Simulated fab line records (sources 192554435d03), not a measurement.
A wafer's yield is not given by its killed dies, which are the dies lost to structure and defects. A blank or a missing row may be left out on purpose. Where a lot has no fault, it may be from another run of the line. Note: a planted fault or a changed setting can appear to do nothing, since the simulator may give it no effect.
Split-lot study | flow n5 finfet | on a route of 1938 steps: 7 lots, 21 wafers read

THE SPLIT
At N5_BEOL_M13_DEP_53 (deposits SiCN from 3MS/NH3, target thk 50 nm, time 17.8 s), the setting time s was moved away from the recipe's 17.8 s on 6 of the 21 wafers read, by -14.4% to -11.6%. All remaining wafers had this setting at the recipe value.

The reading is taken at the split's own step.

THE READING
SiCN_of_BEOL_M13_DEP_53.thk nm (the simulator's own value, which no gauge read), in nm, at N5_BEOL_M13_DEP_53 (deposits SiCN from 3MS/NH3, target thk 50 nm, time 17.8 s). There is no usual value for it anywhere in the file. The 15 wafers here that ran the recipe average 50.0 nm, standard deviation 0.56 nm.

wafer  | tool, chamber at the split | time s as run, s | against the recipe | SiCN_of_BEOL_M13_DEP_53.thk nm, nm | against lot-mates on the recipe
L075.1 | pecvd-02, 0                | 17.8             | recipe             | 49.6                               | -
L075.4 | pecvd-02, 2                | 17.8             | recipe             | 50.8                               | -
L075.5 | pecvd-02, 2                | 17.8             | recipe             | 50.8                               | -
L077.2 | pecvd-03, 0                | 17.8             | recipe             | 49.4                               | -
L077.3 | pecvd-03, 1                | 15.24            | -14.4%             | 42.2                               | -7.3
L077.5 | pecvd-03, 0                | 17.8             | recipe             | 49.6                               | -
L078.2 | pecvd-02, 0                | 17.8             | recipe             | 49.2                               | -
L078.4 | pecvd-02, 0                | 17.8             | recipe             | 50                                 | -
L078.5 | pecvd-02, 0                | 17.8             | recipe             | 50.6                               | -
L083.2 | pecvd-03, 0                | 17.8             | recipe             | 49.8                               | -
L083.4 | pecvd-03, 1,0              | 15.29            | -14.1%             | 43.4                               | -6.4
L083.6 | pecvd-03, 1,0              | 15.29            | -14.1%             | 43.4                               | -6.4
L088.1 | pecvd-03, 0                | 17.8             | recipe             | 49.6                               | -
L088.4 | pecvd-03, 1                | 15.73            | -11.6%             | 44                                 | -5.6
L088.5 | pecvd-03, 2                | 15.73            | -11.6%             | 44.6                               | -5.0
L090.3 | pecvd-01, 0                | 17.8             | recipe             | 49.4                               | -
L090.5 | pecvd-01, 1                | 15.62            | -12.2%             | 44.4                               | -5.5
L090.6 | pecvd-01, 0                | 17.8             | recipe             | 50.4                               | -
L092.1 | pecvd-01, 0,1              | 17.8             | recipe             | 50.2                               | -
L092.2 | pecvd-01, 0,1              | 17.8             | recipe             | 50.2                               | -
L092.5 | pecvd-01, 2                | 17.8             | recipe             | 51                                 | -
If several chambers appear in one row, that row covers several wafers at once and the file leaves open which wafer was in which chamber.

THE FIT
A straight line over all 21 wafers: SiCN_of_BEOL_M13_DEP_53.thk nm changes by +0.491 nm for each +1% of time s; r = +0.98; the points scatter about the line by 0.55 nm.
The same after taking each lot's own level away (the mean of its wafers on the recipe; 21 wafers): +0.465 nm for each +1%; r = +0.99; scatter 0.43 nm.
According to that fit, moving time s by its largest amount changes the reading by 6.7 nm.
The lots' own levels span 49.50 to 50.47 nm, that is 1.7 times the standard deviation above.
The two slopes agree, so the slope changes little with the lot-to-lot level.
Check: -6.52 nm against its lot-mates is what the line predicts for one of the wafers moved furthest among these (-14.4%) when that wafer is left out of the fit. Against them it came out at -7.3 nm.

OTHER SPLITS APPLIED TO THESE WAFERS
These wafers also went through other splits before the reading. Each is held against what the fit with the lots' levels taken away leaves over:
other split on the same wafers | wafers away from the commonest value | r with SiCN_of_BEOL_M13_DEP_53.thk nm (lot level and that fit taken away)
N5_BEOL_M10_EXPOSE_25 dose mj  | 7                                    | -0.22
N5_BEOL_M11_DESCUM_16 time s   | 5                                    | +0.01
N5_BEOL_M12_COAT_65 spin rpm   | 8                                    | +0.06

THE FILE'S OWN FIT
SiCN_of_BEOL_M13_DEP_53.thk nm changes by +0.469 nm for each +1% of time s, r = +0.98.
